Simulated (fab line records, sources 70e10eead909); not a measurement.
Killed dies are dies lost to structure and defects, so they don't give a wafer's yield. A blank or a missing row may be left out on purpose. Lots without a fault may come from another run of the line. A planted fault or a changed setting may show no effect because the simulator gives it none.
Chamber matching | flow nand_harc | NHARC_P_M0_PRE_CLEAN_31 on pecvd-03: 3 sister chambers
The step time 12 s. 3 wafers are shown with their chamber, then 12 later ones without.

WAFERS WITH THEIR CHAMBER
wafer  | chamber | heater_power_w (W)
L088.1 | 2       | 595
L088.4 | 0       | 467
L088.6 | 1       | 674

WAFERS WITHOUT THEIR CHAMBER
wafer  | heater_power_w (W)
L093.1 | 650
L093.2 | 573
L093.6 | 581
L092.1 | 658
L092.3 | 656
L092.6 | 664
L095.2 | 712
L095.3 | 742
L095.6 | 705
L094.1 | 665
L094.4 | 547
L094.5 | 675

WHICH CHAMBER EACH WENT THROUGH
wafer  | from the rows above     | in truth
L093.1 | can't be placed: 1 or 2 | 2
L093.2 | 2                       | 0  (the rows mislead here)
L093.6 | 2                       | 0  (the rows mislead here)
L092.1 | can't be placed: 1 or 2 | 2
L092.3 | can't be placed: 1 or 2 | 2
L092.6 | can't be placed: 1 or 2 | 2
L095.2 | 1                       | 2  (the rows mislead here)
L095.3 | 1                       | 1
L095.6 | 1                       | 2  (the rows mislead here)
L094.1 | can't be placed: 1 or 2 | 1
L094.4 | can't be placed: 2 or 0 | 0
L094.5 | 1                       | 1
Placed correctly: 2 of 12. Can't be placed from these rows: 6 (the true chamber is among the candidates in 6). Placed wrongly: 4.
How it was worked out, from the rows above alone: a wafer's distance from a chamber is the root of the sum, over the readings, of the square of ((its reading less the chamber's mean) divided by the reading's scatter). The wafer belongs to the nearest chamber; if the next one is less than 2 further off, it can't be placed. A chamber's mean is the mean of its shown wafers. The scatter: with one shown wafer a chamber, the root of the mean of the squares of how far each hidden wafer lies from its nearest shown one.
